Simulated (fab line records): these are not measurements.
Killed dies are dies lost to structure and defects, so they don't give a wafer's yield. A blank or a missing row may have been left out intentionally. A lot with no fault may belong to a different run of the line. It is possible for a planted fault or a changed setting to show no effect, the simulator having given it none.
A struck lot beside a sound one :: flow nand_harc :: 15 out of 1159 route steps
Sound: wafers L891.1, L891.2, L891.6. Wafers struck: L902.1, L902.4, L902.5. Last of all comes the cause.
At each step with rows: each side's tool, then ch and its chambers, then its first start. Under that, the readings that differ: sound wafers :: struck wafers :: difference of the means :: sigmas: that difference in standard deviations of wafers without a fault.
alike: a reading whose means differ by less than 2 such deviations, as well as words and numbers matching on both sides. not compared: withheld readings; readings where some wafer has no value; bounds like >300 that might hide an equal value; numbers whose values overlap and for which the record gives no deviation.
The two part at a step that has a row with sigmas, a row that says differs or no value, or rows on one side only. Numbers that have no deviation but don't overlap get no sigmas and don't part them. Lack of a reading on every wafer of one side parts them only where that side has two or more wafers.

NHARC_P_START_INSPECT_01:
  sound on defect_inspect-01, day 1 18:02; struck on defect_inspect-01, day 4 12:02
  alike: raw_defect_count
then, 7 steps without rows for these wafers: NHARC_P_ZERO_WELL_PRECLEAN_00 (cleans in SPM, time 600 s); NHARC_P_ZERO_WELL_SRD_01; NHARC_P_ZERO_WELL_PECVD_02 (deposits SiO2, target thk 10 nm); NHARC_P_ZERO_WELL_DEHYDRATE_03 (time 120 s); NHARC_P_ZERO_WELL_HMDS_04 (time 30 s); NHARC_P_ZERO_WELL_COAT_64 (time 65 s); NHARC_P_ZERO_WELL_COAT_05 (resist thk 600 nm).
NHARC_P_ZERO_WELL_SOFTBAKE_06: time 70 s.
  sound on litho_track-02 ch 0, day 1 19:00; struck on litho_track-03 ch 0, day 4 12:00
reading: heater_power_total_W (W)
sound: 198.9 200.4 199.2
struck: 187.9 188.1 188.0
difference: -11.5
sigmas: -8
then, 4 steps without rows for these wafers: NHARC_P_ZERO_WELL_EBR_07; NHARC_P_ZERO_WELL_EXPOSE_08 (exposes mask P ZERO, target cd 500 nm); NHARC_P_ZERO_WELL_PEB_09 (peb time 80 s); NHARC_P_ZERO_WELL_DEVELOP_10 (time 50 s).
NHARC_P_ZERO_WELL_CD_MEAS_11: the cd target is 500 nm.
  sound on cd_sem-01 ch 0, day 1 19:25; struck on cd_sem-01 ch 0, day 4 13:22
reading: cd_nm (nm)
sound: 502.2 503.8 503.3
struck: 487.3 490.1 490.8
difference: -13.7
sigmas: -8
then, 1 step without rows for these wafers: NHARC_P_ZERO_WELL_HARDBAKE_12 (time 65 s).

## WHERE THEY PART
Last at NHARC_P_ZERO_WELL_CD_MEAS_11 as far as this record goes, first at NHARC_P_ZERO_WELL_SOFTBAKE_06.

WHY: the cause the simulator had injected
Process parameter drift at NHARC_P_ZERO_WELL_SOFTBAKE_06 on litho_track-03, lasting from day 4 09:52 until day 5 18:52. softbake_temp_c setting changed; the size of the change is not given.
